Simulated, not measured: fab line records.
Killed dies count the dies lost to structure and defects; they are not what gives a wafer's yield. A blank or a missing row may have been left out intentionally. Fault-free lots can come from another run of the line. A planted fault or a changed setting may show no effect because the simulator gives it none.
Split-lot experiment / flow n5 finfet / route with 1938 steps; 7 lots, 21 wafers read

THE SPLIT
At N5_MOL_CONTACT_COAG_COAT_75 (time 60 s, resist thk 60 nm), the setting spin rpm was moved away from the recipe's 1500 rpm on 5 of the 21 wafers read, by -7.5% to +7.8%. The other wafers ran this setting at the recipe's value.

FROM THE SPLIT TO THE READING: what the file shows between them, 7 steps
- N5_MOL_CONTACT_COAG_COAT_76: time 60 s, resist thk 10 nm
- N5_MOL_CONTACT_COAG_COAT_77: time 60 s, resist thk 10 nm
- N5_MOL_CONTACT_COAG_ALD_131: deposits SiO2, target thk 5 nm, pulse time 1 s, co reactant pulse time 1 s
- N5_MOL_CONTACT_COAG_ETCHBACK_132: etches SiO2 in CHF3, target depth 10 nm, time 6.7 s
- N5_MOL_CONTACT_COAG_ETCH_91: etches SOC in N2/H2, target depth 60 nm, overetch 21 nm, time 101.2 s
- N5_MOL_CONTACT_COAG_STRIP_92: strips in N2/H2
- N5_MOL_CONTACT_COAG_STRIP_93: strips in N2/H2

THE READING
SOC_of_MOL_CONTACT_COAG_COAT_75.thk nm (the simulator's own value, which no gauge read), in nm, at N5_MOL_CONTACT_COAG_ETCHBACK_135 (etches SiO2 in CHF3, target depth 25 nm, time 16.7 s). The file does not state a usual value for it. Across the 16 wafers here that went through the recipe, the average is 57.4 nm and the standard deviation 0.11 nm.

wafer=L074.2; tool, chamber at the split=litho track-05, 0; spin rpm as run, rpm=1500; against the recipe=recipe; SOC_of_MOL_CONTACT_COAG_COAT_75.thk nm, nm=57.4; against lot-mates on the recipe=-
wafer=L074.4; tool, chamber at the split=litho track-05, 0; spin rpm as run, rpm=1500; against the recipe=recipe; SOC_of_MOL_CONTACT_COAG_COAT_75.thk nm, nm=57.4; against lot-mates on the recipe=-
wafer=L074.5; tool, chamber at the split=litho track-05, 0; spin rpm as run, rpm=1500; against the recipe=recipe; SOC_of_MOL_CONTACT_COAG_COAT_75.thk nm, nm=57.4; against lot-mates on the recipe=-
wafer=L079.1; tool, chamber at the split=litho track-03, 0; spin rpm as run, rpm=1500; against the recipe=recipe; SOC_of_MOL_CONTACT_COAG_COAT_75.thk nm, nm=57.4; against lot-mates on the recipe=-
wafer=L079.6; tool, chamber at the split=litho track-03, 0; spin rpm as run, rpm=1500; against the recipe=recipe; SOC_of_MOL_CONTACT_COAG_COAT_75.thk nm, nm=57.4; against lot-mates on the recipe=-
wafer=L079.2; tool, chamber at the split=litho track-03, 0; spin rpm as run, rpm=1418; against the recipe=-5.5%; SOC_of_MOL_CONTACT_COAG_COAT_75.thk nm, nm=58.6; against lot-mates on the recipe=+1.2
wafer=L086.2; tool, chamber at the split=litho track-05, 0; spin rpm as run, rpm=1500; against the recipe=recipe; SOC_of_MOL_CONTACT_COAG_COAT_75.thk nm, nm=57.4; against lot-mates on the recipe=-
wafer=L086.5; tool, chamber at the split=litho track-05, 0; spin rpm as run, rpm=1500; against the recipe=recipe; SOC_of_MOL_CONTACT_COAG_COAT_75.thk nm, nm=57.2; against lot-mates on the recipe=-
wafer=L086.6; tool, chamber at the split=litho track-05, 0; spin rpm as run, rpm=1617; against the recipe=+7.8%; SOC_of_MOL_CONTACT_COAG_COAT_75.thk nm, nm=55.2; against lot-mates on the recipe=-2.1
wafer=L087.1; tool, chamber at the split=litho track-05, 0; spin rpm as run, rpm=1500; against the recipe=recipe; SOC_of_MOL_CONTACT_COAG_COAT_75.thk nm, nm=57.4; against lot-mates on the recipe=-
wafer=L087.3; tool, chamber at the split=litho track-05, 0; spin rpm as run, rpm=1500; against the recipe=recipe; SOC_of_MOL_CONTACT_COAG_COAT_75.thk nm, nm=57.6; against lot-mates on the recipe=-
wafer=L087.4; tool, chamber at the split=litho track-05, 0; spin rpm as run, rpm=1500; against the recipe=recipe; SOC_of_MOL_CONTACT_COAG_COAT_75.thk nm, nm=57.6; against lot-mates on the recipe=-
wafer=L088.2; tool, chamber at the split=litho track-03, 0; spin rpm as run, rpm=1500; against the recipe=recipe; SOC_of_MOL_CONTACT_COAG_COAT_75.thk nm, nm=57.6; against lot-mates on the recipe=-
wafer=L088.6; tool, chamber at the split=litho track-03, 0; spin rpm as run, rpm=1500; against the recipe=recipe; SOC_of_MOL_CONTACT_COAG_COAT_75.thk nm, nm=57.6; against lot-mates on the recipe=-
wafer=L088.4; tool, chamber at the split=litho track-03, 0; spin rpm as run, rpm=1500; against the recipe=recipe; SOC_of_MOL_CONTACT_COAG_COAT_75.thk nm, nm=57.4; against lot-mates on the recipe=-
wafer=L089.1; tool, chamber at the split=litho track-05, 0; spin rpm as run, rpm=1500; against the recipe=recipe; SOC_of_MOL_CONTACT_COAG_COAT_75.thk nm, nm=57.4; against lot-mates on the recipe=-
wafer=L089.3; tool, chamber at the split=litho track-05, 0; spin rpm as run, rpm=1388; against the recipe=-7.5%; SOC_of_MOL_CONTACT_COAG_COAT_75.thk nm, nm=59.8; against lot-mates on the recipe=+2.4
wafer=L089.5; tool, chamber at the split=litho track-05, 0; spin rpm as run, rpm=1388; against the recipe=-7.5%; SOC_of_MOL_CONTACT_COAG_COAT_75.thk nm, nm=59.8; against lot-mates on the recipe=+2.4
wafer=L090.3; tool, chamber at the split=litho track-03, 0; spin rpm as run, rpm=1500; against the recipe=recipe; SOC_of_MOL_CONTACT_COAG_COAT_75.thk nm, nm=57.4; against lot-mates on the recipe=-
wafer=L090.5; tool, chamber at the split=litho track-03, 0; spin rpm as run, rpm=1500; against the recipe=recipe; SOC_of_MOL_CONTACT_COAG_COAT_75.thk nm, nm=57.4; against lot-mates on the recipe=-
wafer=L090.6; tool, chamber at the split=litho track-03, 0; spin rpm as run, rpm=1556; against the recipe=+3.7%; SOC_of_MOL_CONTACT_COAG_COAT_75.thk nm, nm=56.2; against lot-mates on the recipe=-1.2

FIT RESULTS
A straight line over all 21 wafers: SOC_of_MOL_CONTACT_COAG_COAT_75.thk nm changes by -0.295 nm for each +1% of spin rpm; r = -0.99; the points scatter about the line by 0.15 nm.
The same after taking each lot's own level away (the mean of its wafers on the recipe; 21 wafers): -0.292 nm for each +1%; r = -0.99; scatter 0.14 nm.
That fit puts the effect of the largest move of spin rpm on the reading at 2.3 nm.
The span of the lots' own levels, 57.30 to 57.53 nm, comes to 2.2 times the standard deviation stated above.
Consequently the slope shifts little with the lot-to-lot level, the two slopes agreeing.
Check: with one of the wafers moved furthest among these (+7.8%) left out of the fit, the line predicts -2.38 nm for it against its lot-mates. Against them it came out at -2.1 nm.

OTHER SPLITS ON THESE WAFERS
These wafers also went through other splits before the reading. Each is held against what the fit with the lots' levels taken away leaves over:
other split on the same wafers=N5_HKMG_FIN_EXPOSE_46 dose mj; wafers away from the commonest value=4; r with SOC_of_MOL_CONTACT_COAG_COAT_75.thk nm (lot level and that fit taken away)=+0.21
other split on the same wafers=N5_GATE_CUT_COAT_27 spin rpm; wafers away from the commonest value=6; r with SOC_of_MOL_CONTACT_COAG_COAT_75.thk nm (lot level and that fit taken away)=-0.01
other split on the same wafers=N5_GATE_CUT_EXPOSE_10 dose mj; wafers away from the commonest value=8; r with SOC_of_MOL_CONTACT_COAG_COAT_75.thk nm (lot level and that fit taken away)=-0.38

THE WHOLE CHAIN: every reading that the file lists as answering this split, in the file's order
step=N5_MOL_CONTACT_COAG_COAT_75; what it does=time 60 s, resist thk 60 nm; reading=SOC_of_MOL_CONTACT_COAG_COAT_75.thk nm (the simulator's own value, which no gauge read); change (the file's fit)=-0.273 nm for each +1% of the setting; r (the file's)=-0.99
step=N5_MOL_CONTACT_COAG_ETCH_91; what it does=etches SOC in N2/H2, target depth 60 nm, overetch 21 nm, time 101.2 s; reading=etch.depth nm (the simulator's own value, which no gauge read); change (the file's fit)=-0.281 nm for each +1% of the setting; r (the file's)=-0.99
step=N5_MOL_CONTACT_COAG_ETCHBACK_135; what it does=etches SiO2 in CHF3, target depth 25 nm, time 16.7 s; reading=SOC_of_MOL_CONTACT_COAG_COAT_75.thk nm (the simulator's own value, which no gauge read); change (the file's fit)=-0.283 nm for each +1% of the setting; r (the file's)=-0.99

FILE'S OWN FIT
SOC_of_MOL_CONTACT_COAG_COAT_75.thk nm changes by -0.283 nm for each +1% of spin rpm, r = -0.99.
